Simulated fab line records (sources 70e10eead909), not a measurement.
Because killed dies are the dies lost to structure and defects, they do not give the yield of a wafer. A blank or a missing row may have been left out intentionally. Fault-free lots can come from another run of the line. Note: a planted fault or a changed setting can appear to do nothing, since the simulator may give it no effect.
Comparing a struck lot with a sound one -- flow nand harc -- 15 steps out of a route of 1302
Sound: these wafers, L237.1, L237.2, L237.4. Wafers struck: L247.2, L247.5, L247.6. The cause is named last.
For every step that has rows: the tool of each side, followed by ch and its chambers, followed by its first start. Under that, the readings that differ: sound wafers -- struck wafers -- difference of the means -- sigmas: that difference in standard deviations of wafers without a fault.
alike: same words and numbers on both sides, and readings whose means sit less than 2 such deviations apart. not compared: any withheld reading, any reading some wafer has no value for, any bound like >300 that may hide the same value, and any number with overlapping values for which the record gives no deviation.
A row with sigmas, a row that says differs or no value, or rows on one side alone: a step with any of these is where the two part. Numbers that don't overlap but have no deviation are shown without sigmas and don't part them. A reading that every wafer of one side lacks parts them only if that side has two wafers or more.

first, 2 steps without rows for these wafers: NHARC_A_CHANNEL_HOLE_D1_PRECLEAN_28 (cleans in SC1); NHARC_A_CHANNEL_HOLE_D1_SRD_29.
NHARC_A_CHANNEL_HOLE_D1_CD_MEAS_30:
  sound on cd sem-02 at day 9 14:50; struck on cd sem-03 at day 13 16:29
  alike: cd nm
NHARC_A_CHANNEL_HOLE_D1_XSEM_31:
  sound on xsem-02 ch 0, day 9 14:55; struck on xsem-02 ch 0, day 13 16:34
  alike: bot cd nm, bow nm, tilt deg
NHARC_A_CHANNEL_HOLE_D1_INSPECT_40:
  sound on defect inspect-02 at day 9 15:01; struck on defect inspect-01 at day 13 16:40
  alike: raw defect count
then, 2 steps without rows for these wafers: NHARC_A_CHANNEL_FILL_D1_PRECLEAN_00 (cleans in SC1); NHARC_A_CHANNEL_FILL_D1_SRD_01.
NHARC_A_CHANNEL_FILL_D1_ALD_02: deposits SiO2, target thk 6 nm, pulse time 10 s, ald cycles 60.
  sound on ald hk-04 ch 0,1,3, day 9 15:13; struck on ald hk-03 ch 0,3, day 13 16:52
  alike: heater power w, precursor pulse height rel
NHARC_A_CHANNEL_FILL_D1_ALD_03: deposits SiNx, target thk 6 nm, pulse time 60 s, ald cycles 58.
  sound on ald sin batch-02 ch 0; struck on ald sin batch-02 ch 0
  alike: precursor pulse height rel
NHARC_A_CHANNEL_FILL_D1_ALD_14: deposits SiO2, target thk 2.5 nm, pulse time 10 s, ald cycles 25.
  sound on ald hk-02 ch 0,1,3, day 9 22:14; struck on ald hk-02 ch 2,3, day 13 23:52
  alike: heater power w, precursor pulse height rel
NHARC_A_CHANNEL_FILL_D1_ALD_15: deposits SiNx, target thk 2 nm, pulse time 60 s, ald cycles 19.
  sound on ald sin batch-03 ch 0; struck on ald sin batch-01 ch 0
  alike: precursor pulse height rel
then, 1 step without rows for these wafers: NHARC_A_CHANNEL_FILL_D1_ALD_16 (deposits SiO2, target thk 1.5 nm, pulse time 10 s, ald cycles 15).
NHARC_A_CHANNEL_FILL_D1_ANNEAL_17: time 1800 s.
  sound on furnace-02 ch 0, day 10 09:05; struck on furnace-01 ch 0, day 14 09:53
reading,sound,struck,difference,sigmas
spike tc bottom C (C),870.7 870.4 869.6,815.3 814.0 814.7,-55.6,-37
spike tc centre C (C),850.6 848.0 848.6,794.7 796.9 796.7,-53.0,-44
spike tc lower C (C),851.1 849.0 851.7,794.3 796.1 793.3,-56.0,-47
spike tc top C (C),861.5 862.2 861.7,804.8 806.7 805.9,-56.0,-40
spike tc upper C (C),847.8 847.0 847.7,795.4 794.7 795.0,-52.5,-29
tube center temp C (C),850.15 850.06 849.97,795.15 795.05 795.08,-54.97,-99 or more
tube_center_temp_C_max,852.3 851.9 852.1,797.4 797.3 797.4,-54.7,-99 or more
zone power top pct (%),29.9 29.7 29.4,26.3 26.2 26.9,-3.2,-8
then, 1 step without rows for these wafers: NHARC_A_CHANNEL_FILL_D1_CVD_18 (deposits poly-Si, target thk 3 nm).
-- record jumps: 15 days between struck wafers' starts before vs after; left off in module A_CHANNEL_FILL_D1, resumes in module END, first step shown is number 1302 of the route --
NHARC_END_SORT_01:
  only the struck wafers appear in the record here, on prober-02 ch 0 at day 29 10:46; the sound ones have no rows

WHERE THEY PART
First at NHARC_A_CHANNEL_FILL_D1_ANNEAL_17; last, within this record, at NHARC_END_SORT_01.

WHY: whatever the simulator had introduced
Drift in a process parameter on furnace-01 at NHARC_A_CHANNEL_FILL_D1_ANNEAL_17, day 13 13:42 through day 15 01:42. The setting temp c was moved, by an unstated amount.
